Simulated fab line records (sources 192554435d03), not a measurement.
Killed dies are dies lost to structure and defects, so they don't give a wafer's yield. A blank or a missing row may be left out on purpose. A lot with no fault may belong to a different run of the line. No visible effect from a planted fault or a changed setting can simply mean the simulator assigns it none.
Which tool did it? :: flow n5Finfet :: 24 lots with 72 wafers sampled at 4 steps, on a route of 1938 steps

## WHAT EACH GAUGE READ, for each wafer
N5_BEOL_M13_INSPECT_55: inspects for defects (darkfield).
lot: L074
measured: day 11 18:13
on: defectInspect-02
rawDefectCount: 157 74 62

lot: L075
measured: day 12 01:34
on: defectInspect-01
rawDefectCount: 109 53 84

lot: L076
measured: day 12 06:41
on: defectInspect-02
rawDefectCount: 56 38 53

lot: L079
measured: day 12 10:24
on: defectInspect-02
rawDefectCount: 137 91 60

lot: L078
measured: day 12 10:51
on: defectInspect-01
rawDefectCount: 64 78 74

lot: L077
measured: day 12 16:49
on: defectInspect-01
rawDefectCount: 122 104 127

lot: L080
measured: day 13 07:34
on: defectInspect-01
rawDefectCount: 109 73 81

lot: L083
measured: day 13 10:55
on: defectInspect-01
rawDefectCount: 66 65 63

lot: L081
measured: day 13 17:38
on: defectInspect-01
rawDefectCount: 97 74 65

lot: L082
measured: day 13 17:55
on: defectInspect-01
rawDefectCount: 88 75 89

lot: L084
measured: day 13 21:32
on: defectInspect-02
rawDefectCount: 66 72 111

lot: L085
measured: day 14 06:41
on: defectInspect-02
rawDefectCount: 79 95 100

lot: L087
measured: day 15 02:52
on: defectInspect-01
rawDefectCount: 76 83 77

lot: L086
measured: day 15 03:35
on: defectInspect-01
rawDefectCount: 36 58 46

lot: L089
measured: day 15 09:49
on: defectInspect-01
rawDefectCount: 100 61 41

lot: L088
measured: day 15 19:21
on: defectInspect-01
rawDefectCount: 120 48 59

lot: L091
measured: day 15 19:53
on: defectInspect-01
rawDefectCount: 62 65 84

lot: L090
measured: day 15 20:07
on: defectInspect-02
rawDefectCount: 93 87 69

lot: L093
measured: day 16 02:49
on: defectInspect-02
rawDefectCount: 88 77 84

lot: L092
measured: day 16 16:15
on: defectInspect-02
rawDefectCount: 53 47 97

lot: L094
measured: day 17 02:08
on: defectInspect-01
rawDefectCount: 35 72 80

lot: L095
measured: day 17 06:46
on: defectInspect-01
rawDefectCount: 77 52 77

lot: L096
measured: day 17 09:00
on: defectInspect-02
rawDefectCount: 33 77 90

lot: L097
measured: day 17 16:17
on: defectInspect-01
rawDefectCount: 67 69 69

N5_BEOL_M14_OVL_MEAS_29.
lot: L074
measured: day 11 19:53
on: overlay-02
M14_OVL (nm): -2 -4 0

lot: L075
measured: day 12 02:59
on: overlay-02
M14_OVL (nm): -3 2 -3

lot: L076
measured: day 12 08:21
on: overlay-02
M14_OVL (nm): 9 9 11

lot: L079
measured: day 12 11:56
on: overlay-02
M14_OVL (nm): 4 3 0

lot: L078
measured: day 12 12:36
on: overlay-02
M14_OVL (nm): 0 -2 1

lot: L077
measured: day 12 18:29
on: overlay-02
M14_OVL (nm): 3 8 5

lot: L080
measured: day 13 09:06
on: overlay-01
M14_OVL (nm): 7 3 5

lot: L083
measured: day 13 12:24
on: overlay-02
M14_OVL (nm): -3 5 1

lot: L081
measured: day 13 19:18
on: overlay-02
M14_OVL (nm): -4 8 -2

lot: L082
measured: day 13 19:28
on: overlay-01
M14_OVL (nm): 2 6 8

lot: L084
measured: day 13 23:05
on: overlay-01
M14_OVL (nm): 11 5 9

lot: L085
measured: day 14 08:14
on: overlay-02
M14_OVL (nm): 4 0 5

lot: L087
measured: day 15 04:29
on: overlay-02
M14_OVL (nm): 2 3 6

lot: L086
measured: day 15 05:12
on: overlay-01
M14_OVL (nm): 9 6 13

lot: L089
measured: day 15 11:22
on: overlay-01
M14_OVL (nm): 3 2 2

lot: L088
measured: day 15 21:01
on: overlay-01
M14_OVL (nm): 5 5 8

lot: L091
measured: day 15 21:25
on: overlay-01
M14_OVL (nm): 8 4 12

lot: L090
measured: day 15 21:51
on: overlay-01
M14_OVL (nm): 11 5 14

lot: L093
measured: day 16 04:29
on: overlay-01
M14_OVL (nm): 10 -6 3

lot: L092
measured: day 16 17:47
on: overlay-01
M14_OVL (nm): -7 1 4

lot: L094
measured: day 17 04:01
on: overlay-02
M14_OVL (nm): 13 6 4

lot: L095
measured: day 17 08:19
on: overlay-02
M14_OVL (nm): -1 -1 -6

lot: L096
measured: day 17 10:50
on: overlay-01
M14_OVL (nm): 8 0 5

lot: L097
measured: day 17 17:56
on: overlay-01
M14_OVL (nm): 7 7 4

## WHICH TOOL RAN EACH LOT (tool, then ch and the chambers of the sampled wafers, then the start)
lot: L074
N5_BEOL_M14_ILD_DEP_00: pecvd-03 ch 0,2, day 11 18:16
N5_BEOL_M14_VIA_ETCH_16: rieDiel-01 ch 0,1,2, day 11 19:04

lot: L075
N5_BEOL_M14_ILD_DEP_00: pecvd-04 ch 0,2, day 12 01:37
N5_BEOL_M14_VIA_ETCH_16: rieDiel-01 ch 0,1,3, day 12 02:17

lot: L076
N5_BEOL_M14_ILD_DEP_00: pecvd-03 ch 0,2, day 12 06:43
N5_BEOL_M14_VIA_ETCH_16: rieDiel-01 ch 1,2,3, day 12 07:35

lot: L079
N5_BEOL_M14_ILD_DEP_00: pecvd-04 ch 0,1,2, day 12 10:26
N5_BEOL_M14_VIA_ETCH_16: rieDiel-03 ch 0,1,3, day 12 11:14

lot: L078
N5_BEOL_M14_ILD_DEP_00: pecvd-03 ch 0,2, day 12 10:53
N5_BEOL_M14_VIA_ETCH_16: rieDiel-03 ch 0,1,2, day 12 11:46

lot: L077
N5_BEOL_M14_ILD_DEP_00: pecvd-01 ch 0,1, day 12 16:52
N5_BEOL_M14_VIA_ETCH_16: rieDiel-03 ch 0,2,3, day 12 17:39

lot: L080
N5_BEOL_M14_ILD_DEP_00: pecvd-01 ch 1,2, day 13 07:35
N5_BEOL_M14_VIA_ETCH_16: rieDiel-03 ch 0,2, day 13 08:23

lot: L083
N5_BEOL_M14_ILD_DEP_00: pecvd-04 ch 0,1, day 13 10:56
N5_BEOL_M14_VIA_ETCH_16: rieDiel-03 ch 0,1,3, day 13 11:41

lot: L081
N5_BEOL_M14_ILD_DEP_00: pecvd-03 ch 0,2, day 13 17:41
N5_BEOL_M14_VIA_ETCH_16: rieDiel-03 ch 1,2, day 13 18:28

lot: L082
N5_BEOL_M14_ILD_DEP_00: pecvd-03 ch 0,2, day 13 17:57
N5_BEOL_M14_VIA_ETCH_16: rieDiel-06 ch 1,3, day 13 18:37

lot: L084
N5_BEOL_M14_ILD_DEP_00: pecvd-01 ch 0,2, day 13 21:35
N5_BEOL_M14_VIA_ETCH_16: rieDiel-06 ch 0,3, day 13 22:15

lot: L085
N5_BEOL_M14_ILD_DEP_00: pecvd-03 ch 1,2, day 14 06:43
N5_BEOL_M14_VIA_ETCH_16: rieDiel-03 ch 1,2,3, day 14 07:31

lot: L087
N5_BEOL_M14_ILD_DEP_00: pecvd-03 ch 1,2, day 15 02:54
N5_BEOL_M14_VIA_ETCH_16: rieDiel-06 ch 0,3, day 15 03:39

lot: L086
N5_BEOL_M14_ILD_DEP_00: pecvd-01 ch 0,1, day 15 03:37
N5_BEOL_M14_VIA_ETCH_16: rieDiel-06 ch 0,1,3, day 15 04:22

lot: L089
N5_BEOL_M14_ILD_DEP_00: pecvd-01 ch 1,2, day 15 09:52
N5_BEOL_M14_VIA_ETCH_16: rieDiel-03 ch 0,1,3, day 15 10:40

lot: L088
N5_BEOL_M14_ILD_DEP_00: pecvd-03 ch 0,1,2, day 15 19:23
N5_BEOL_M14_VIA_ETCH_16: rieDiel-03 ch 0,1,2, day 15 20:11

lot: L091
N5_BEOL_M14_ILD_DEP_00: pecvd-03 ch 0,2, day 15 19:55
N5_BEOL_M14_VIA_ETCH_16: rieDiel-01 ch 0,3, day 15 20:43

lot: L090
N5_BEOL_M14_ILD_DEP_00: pecvd-01 ch 0,1, day 15 20:08
N5_BEOL_M14_VIA_ETCH_16: rieDiel-06 ch 1,2,3, day 15 21:01

lot: L093
N5_BEOL_M14_ILD_DEP_00: pecvd-01 ch 0,2, day 16 02:52
N5_BEOL_M14_VIA_ETCH_16: rieDiel-06 ch 0,1,2, day 16 03:39

lot: L092
N5_BEOL_M14_ILD_DEP_00: pecvd-03 ch 0,2, day 16 16:17
N5_BEOL_M14_VIA_ETCH_16: rieDiel-06 ch 1,2,3, day 16 17:05

lot: L094
N5_BEOL_M14_ILD_DEP_00: pecvd-04 ch 0,2, day 17 02:10
N5_BEOL_M14_VIA_ETCH_16: rieDiel-06 ch 2,3, day 17 03:11

lot: L095
N5_BEOL_M14_ILD_DEP_00: pecvd-01 ch 1,2, day 17 06:49
N5_BEOL_M14_VIA_ETCH_16: rieDiel-03 ch 0,1, day 17 07:37

lot: L096
N5_BEOL_M14_ILD_DEP_00: pecvd-03 ch 0,1,2, day 17 09:02
N5_BEOL_M14_VIA_ETCH_16: rieDiel-01 ch 0,1,2, day 17 10:01

lot: L097
N5_BEOL_M14_ILD_DEP_00: pecvd-04 ch 0,2, day 17 16:19
N5_BEOL_M14_VIA_ETCH_16: rieDiel-03 ch 0,1,2, day 17 17:12
- N5_BEOL_M14_ILD_DEP_00: deposits SiO2 from TEOS/O2, target thk 1119.3 nm, time 237.4 s.
- N5_BEOL_M14_VIA_ETCH_16: etches SiO2 in C4F8/O2/Ar, target depth 1231.3 nm.

## AS READ BY THE TOOLS THEMSELVES (means over the sampled wafers that have a number; for cases with no such wafer, the mark the record gives instead)
N5_BEOL_M14_ILD_DEP_00.
lot: L074
tool: pecvd-03
heaterPowerOuterW (W): 326
heaterPowerW (W): 584
showerheadPlenumPTorr (Torr): 8.35
throttleValvePct (%): 19.2

lot: L075
tool: pecvd-04
heaterPowerOuterW (W): 283
heaterPowerW (W): 564
showerheadPlenumPTorr (Torr): 8.34
throttleValvePct (%): 18.7

lot: L076
tool: pecvd-03
heaterPowerOuterW (W): 326
heaterPowerW (W): 597
showerheadPlenumPTorr (Torr): 8.34
throttleValvePct (%): 18.9

lot: L079
tool: pecvd-04
heaterPowerOuterW (W): 285
heaterPowerW (W): 552
showerheadPlenumPTorr (Torr): 8.33
throttleValvePct (%): 18.3

lot: L078
tool: pecvd-03
heaterPowerOuterW (W): 231
heaterPowerW (W): 429
showerheadPlenumPTorr (Torr): 8.35
throttleValvePct (%): 18.3

lot: L077
tool: pecvd-01
heaterPowerOuterW (W): 326
heaterPowerW (W): 580
showerheadPlenumPTorr (Torr): 8.30
throttleValvePct (%): 20.6

lot: L080
tool: pecvd-01
heaterPowerOuterW (W): 302
heaterPowerW (W): 533
showerheadPlenumPTorr (Torr): 8.34
throttleValvePct (%): 20.8

lot: L083
tool: pecvd-04
heaterPowerOuterW (W): 305
heaterPowerW (W): 609
showerheadPlenumPTorr (Torr): 8.32
throttleValvePct (%): 18.7

lot: L081
tool: pecvd-03
heaterPowerOuterW (W): 302
heaterPowerW (W): 561
showerheadPlenumPTorr (Torr): 8.34
throttleValvePct (%): 19.2

lot: L082
tool: pecvd-03
heaterPowerOuterW (W): 313
heaterPowerW (W): 577
showerheadPlenumPTorr (Torr): 8.34
throttleValvePct (%): 19.1

lot: L084
tool: pecvd-01
heaterPowerOuterW (W): 288
heaterPowerW (W): 520
showerheadPlenumPTorr (Torr): 8.37
throttleValvePct (%): 18.6

lot: L085
tool: pecvd-03
heaterPowerOuterW (W): 199
heaterPowerW (W): 366
showerheadPlenumPTorr (Torr): 8.36
throttleValvePct (%): 18.2

lot: L087
tool: pecvd-03
heaterPowerOuterW (W): 183
heaterPowerW (W): 334
showerheadPlenumPTorr (Torr): 8.34
throttleValvePct (%): 18.0

lot: L086
tool: pecvd-01
heaterPowerOuterW (W): 305
heaterPowerW (W): 562
showerheadPlenumPTorr (Torr): 8.31
throttleValvePct (%): 19.5

lot: L089
tool: pecvd-01
heaterPowerOuterW (W): 359
heaterPowerW (W): 600
showerheadPlenumPTorr (Torr): 8.37
throttleValvePct (%): 19.8

lot: L088
tool: pecvd-03
heaterPowerOuterW (W): 250
heaterPowerW (W): 462
showerheadPlenumPTorr (Torr): 8.34
throttleValvePct (%): 18.7

lot: L091
tool: pecvd-03
heaterPowerOuterW (W): 235
heaterPowerW (W): 445
showerheadPlenumPTorr (Torr): 8.34
throttleValvePct (%): 18.3

lot: L090
tool: pecvd-01
heaterPowerOuterW (W): 335
heaterPowerW (W): 587
showerheadPlenumPTorr (Torr): 8.29
throttleValvePct (%): 20.7

lot: L093
tool: pecvd-01
heaterPowerOuterW (W): 272
heaterPowerW (W): 501
showerheadPlenumPTorr (Torr): 8.37
throttleValvePct (%): 18.7

lot: L092
tool: pecvd-03
heaterPowerOuterW (W): 267
heaterPowerW (W): 485
showerheadPlenumPTorr (Torr): 8.35
throttleValvePct (%): 18.5

lot: L094
tool: pecvd-04
heaterPowerOuterW (W): 322
heaterPowerW (W): 623
showerheadPlenumPTorr (Torr): 8.34
throttleValvePct (%): 19.0

lot: L095
tool: pecvd-01
heaterPowerOuterW (W): 345
heaterPowerW (W): 581
showerheadPlenumPTorr (Torr): 8.37
throttleValvePct (%): 19.9

lot: L096
tool: pecvd-03
heaterPowerOuterW (W): 273
heaterPowerW (W): 488
showerheadPlenumPTorr (Torr): 8.34
throttleValvePct (%): 18.6

lot: L097
tool: pecvd-04
heaterPowerOuterW (W): 331
heaterPowerW (W): 573
showerheadPlenumPTorr (Torr): 8.33
throttleValvePct (%): 18.2

N5_BEOL_M14_VIA_ETCH_16.
lot: L074
tool: rieDiel-01
drypumpMotorCurrentA (A): 5.8
oesProductAu (a.u.): 0.76
rfVppV (V): 2218
showerheadPlenumPTorr (Torr): 3.62
throttleValvePct (%): 30.67

lot: L075
tool: rieDiel-01
drypumpMotorCurrentA (A): 6.3
oesProductAu (a.u.): 0.77
rfVppV (V): 2224
showerheadPlenumPTorr (Torr): 3.58
throttleValvePct (%): 30.59

lot: L076
tool: rieDiel-01
drypumpMotorCurrentA (A): 5.8
oesProductAu (a.u.): 0.79
rfVppV (V): 2226
showerheadPlenumPTorr (Torr): 3.59
throttleValvePct (%): 30.62

lot: L079
tool: rieDiel-03
drypumpMotorCurrentA (A): 5.5
oesProductAu (a.u.): 0.70
rfVppV (V): 2223
showerheadPlenumPTorr (Torr): 3.43
throttleValvePct (%): 30.77

lot: L078
tool: rieDiel-03
drypumpMotorCurrentA (A): 5.2
oesProductAu (a.u.): 0.70
rfVppV (V): 2218
showerheadPlenumPTorr (Torr): 3.48
throttleValvePct (%): 30.87

lot: L077
tool: rieDiel-03
drypumpMotorCurrentA (A): 5.4
oesProductAu (a.u.): 0.72
rfVppV (V): 2210
showerheadPlenumPTorr (Torr): 3.42
throttleValvePct (%): 30.98

lot: L080
tool: rieDiel-03
drypumpMotorCurrentA (A): 5.1
oesProductAu (a.u.): 0.72
rfVppV (V): 2205
showerheadPlenumPTorr (Torr): 3.47
throttleValvePct (%): 31.11

lot: L083
tool: rieDiel-03
drypumpMotorCurrentA (A): 5.5
oesProductAu (a.u.): 0.69
rfVppV (V): 2222
showerheadPlenumPTorr (Torr): 3.42
throttleValvePct (%): 30.77

lot: L081
tool: rieDiel-03
drypumpMotorCurrentA (A): 5.3
oesProductAu (a.u.): 0.64
rfVppV (V): 2212
showerheadPlenumPTorr (Torr): 3.49
throttleValvePct (%): 30.96

lot: L082
tool: rieDiel-06
drypumpMotorCurrentA (A): 5.8
oesProductAu (a.u.): 0.73
rfVppV (V): 2225
showerheadPlenumPTorr (Torr): 3.59
throttleValvePct (%): 30.81

lot: L084
tool: rieDiel-06
drypumpMotorCurrentA (A): 5.5
oesProductAu (a.u.): 0.81
rfVppV (V): 2224
showerheadPlenumPTorr (Torr): 3.59
throttleValvePct (%): 30.77

lot: L085
tool: rieDiel-03
drypumpMotorCurrentA (A): 5.5
oesProductAu (a.u.): 0.67
rfVppV (V): 2202
showerheadPlenumPTorr (Torr): 3.43
throttleValvePct (%): 31.08

lot: L087
tool: rieDiel-06
drypumpMotorCurrentA (A): 5.5
oesProductAu (a.u.): 0.79
rfVppV (V): 2222
showerheadPlenumPTorr (Torr): 3.59
throttleValvePct (%): 30.78

lot: L086
tool: rieDiel-06
drypumpMotorCurrentA (A): 5.9
oesProductAu (a.u.): 0.84
rfVppV (V): 2253
showerheadPlenumPTorr (Torr): 3.55
throttleValvePct (%): 30.72

lot: L089
tool: rieDiel-03
drypumpMotorCurrentA (A): 5.6
oesProductAu (a.u.): 0.68
rfVppV (V): 2221
showerheadPlenumPTorr (Torr): 3.41
throttleValvePct (%): 30.79

lot: L088
tool: rieDiel-03
drypumpMotorCurrentA (A): 5.2
oesProductAu (a.u.): 0.67
rfVppV (V): 2217
showerheadPlenumPTorr (Torr): 3.46
throttleValvePct (%): 30.90

lot: L091
tool: rieDiel-01
drypumpMotorCurrentA (A): 6.5
oesProductAu (a.u.): 0.73
rfVppV (V): 2245
showerheadPlenumPTorr (Torr): 3.50
throttleValvePct (%): 30.59

lot: L090
tool: rieDiel-06
drypumpMotorCurrentA (A): 6.1
oesProductAu (a.u.): 0.82
rfVppV (V): 2217
showerheadPlenumPTorr (Torr): 3.50
throttleValvePct (%): 30.67

lot: L093
tool: rieDiel-06
drypumpMotorCurrentA (A): 6.2
oesProductAu (a.u.): 0.84
rfVppV (V): 2246
showerheadPlenumPTorr (Torr): 3.46
throttleValvePct (%): 30.66

lot: L092
tool: rieDiel-06
drypumpMotorCurrentA (A): 6.1
oesProductAu (a.u.): 0.81
rfVppV (V): 2217
showerheadPlenumPTorr (Torr): 3.49
throttleValvePct (%): 30.68

lot: L094
tool: rieDiel-06
drypumpMotorCurrentA (A): 5.7
oesProductAu (a.u.): 0.77
rfVppV (V): 2184
showerheadPlenumPTorr (Torr): 3.53
throttleValvePct (%): 30.74

lot: L095
tool: rieDiel-03
drypumpMotorCurrentA (A): 5.4
oesProductAu (a.u.): 0.82
rfVppV (V): 2230
showerheadPlenumPTorr (Torr): 3.46
throttleValvePct (%): 30.44

lot: L096
tool: rieDiel-01
drypumpMotorCurrentA (A): 5.8
oesProductAu (a.u.): 0.70
rfVppV (V): 2215
showerheadPlenumPTorr (Torr): 3.59
throttleValvePct (%): 30.72

lot: L097
tool: rieDiel-03
drypumpMotorCurrentA (A): 5.2
oesProductAu (a.u.): 0.75
rfVppV (V): 2215
showerheadPlenumPTorr (Torr): 3.45
throttleValvePct (%): 30.78

## THE ANSWER, worked out from the rows above alone
Rule: the lots themselves supply what counts as usual. The widest of any qualifying gaps counts: lots, ordered by their means at a reading, are off when they make up no more than a third of the lots, leave a main group of 4 or more, and stand apart from it by 3 or more times the standard deviation of that group's means. A main group whose means are all the same, to the digits that the tables above print for the reading, isn't used. Also off: a lot with no number at a reading for which 4 or more lots have one. The other lots that the step has rows for count as sound. The gauges are gone through in route order, then the tools' own readings, and for those a lot's mean is taken as printed above. At the first step where some lot is off, the reading lying furthest off is the one used; lots without a number count as furthest.
Nothing can be told from this: no lot is off at any reading shown.

## WHAT WAS PUT IN BY THE SIMULATOR
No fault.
